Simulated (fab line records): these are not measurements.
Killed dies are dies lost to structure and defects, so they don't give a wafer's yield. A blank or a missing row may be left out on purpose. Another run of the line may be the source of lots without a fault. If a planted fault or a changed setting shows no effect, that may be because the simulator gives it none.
fab line records ; flow n5Finfet
record lots=7; wafers=21
route steps=1938 shown TV_LITHO@1880
startH: start of the lot's first displayed wafer, in hours after the record's first day ; waitH: how many hours have passed since the lot's step before this one ; " as in the row above ; L1.1+2: a row that stands for several wafers ; - no value present, or no start provided ; * or withheld: withheld ; < > ~ a bound
route shown NAME@n: names a module that has steps shown in the file, with the first one's number in the route ; usual: the fault-free wafers' mean and standard deviation ; same: alike in all rows ; chamber/n: place in a boat ; sites: the reading at each site ; _std_site: the values' standard deviation ; _edge_site: mean of outer sites minus mean of inner sites ; radiusMm: how far each site lies from the wafer's centre ; mask NAME#n: copy n ; behind: the last tool/chamber to shape the wafer ; hold: reason for holding the lot/hours on hold/outcome of the hold ; device: transistor that didn't switch, given as n, p or np ; end of line: at the end of the route, the tests of the same wafers ; a step without rows: its recipe alone ; killed: dies that structure and defects cost at the first sort, which is not the same as the wafer's yield ; map: shows each die of a wafer: x if killed, . if not, _ if none is there
set.NAME: setting as actually run; set.NAME@STEP: the setting as run at that earlier step ; model.NAME: the simulator's own value behind a step, which no gauge read
lots where settings were altered on purpose, with a table for each step and a row for each wafer
## steps
# step N5_PASSIVATION_PEB_08
# recipe pebTempC=withheld; pebTimeS=*
lot.wafer;tool;chamber;startH;waitH;set.pebTimeS
L079.1;lithoTrack-05;0;295.43;0.1;*
L079.4+6;lithoTrack-05;0;295.43;0.1;*
L080.1+5+6;lithoTrack-04;0;318.54;0.1;*
L082.1+2;lithoTrack-01;0;347.01;0.1;*
L082.6;lithoTrack-01;0;347.01;0.1;*
L084.2+4;lithoTrack-01;0;386.49;0.0;*
L084.3;lithoTrack-01;0;386.49;0.0;*
L089.3+4;lithoTrack-01;0;395.52;0.0;*
L089.5;lithoTrack-01;0;395.52;0.0;*
L087.1;lithoTrack-04;0;411.99;0.1;*
L087.4+6;lithoTrack-04;0;411.99;0.1;*
L095.1+3+6;lithoTrack-01;0;447.40;0.1;*
# step N5_PASSIVATION_DEVELOP_09
# recipe developTimeS=60; rinseLiquid=diw; dry=airSpin; devTempC=21
# step N5_PASSIVATION_HARDBAKE_11
# recipe tempC=130; timeS=120
# step N5_PASSIVATION_CD_MEAS_10
# recipe targetCdNm=3000; landingEnergyEv=500; detector=seInlens
# usual cdNm=2999.8/1.6
lot.wafer;tool;chamber;startH;waitH;set.doseMj@PASSIVATION_EXPOSE_07;cdNm
L079.1;cdSem-01;0;295.55;-;23.66;3012.1
L079.4;cdSem-01;0;295.55;-;22.75;2999.6
L079.6;cdSem-01;0;295.55;-;22.75;2999.5
L080.1;cdSem-01;0;318.66;-;22.75;2998.7
L080.5;cdSem-01;0;318.66;-;22.75;2998.6
L080.6;cdSem-01;0;318.66;-;22.75;2999.0
L082.1;cdSem-02;0;347.13;-;22.04;2994.3
L082.2;cdSem-02;0;347.13;-;22.04;2997.1
L082.6;cdSem-02;0;347.13;-;22.04;2992.6
L084.2;cdSem-03;0;386.61;-;22.75;2994.4
L084.3;cdSem-03;0;386.61;-;23.78;3007.4
L084.4;cdSem-03;0;386.61;-;23.78;3004.8
L089.3;cdSem-02;0;395.64;-;22.75;3003.1
L089.4;cdSem-02;0;395.64;-;22.75;3005.6
L089.5;cdSem-02;0;395.64;-;22.75;3001.0
L087.1;cdSem-03;0;412.11;-;22.75;3000.9
L087.4;cdSem-03;0;412.11;-;22.75;3006.9
L087.6;cdSem-03;0;412.11;-;22.75;3005.9
L095.1;cdSem-02;0;447.52;-;22.17;2993.9
L095.3;cdSem-02;0;447.52;-;22.75;3000.4
L095.6;cdSem-02;0;447.52;-;22.75;2999.4
## key
split step=N5_PASSIVATION_PEB_08; setting=pebTimeS; stated=*; by=wafer
response none clear
split outsideThisFile step=N5_PASSIVATION_EXPOSE_07 setting=doseMj
# split outsideThisFile: this setting was split too, and the file shows its column; the key of that split is in another file
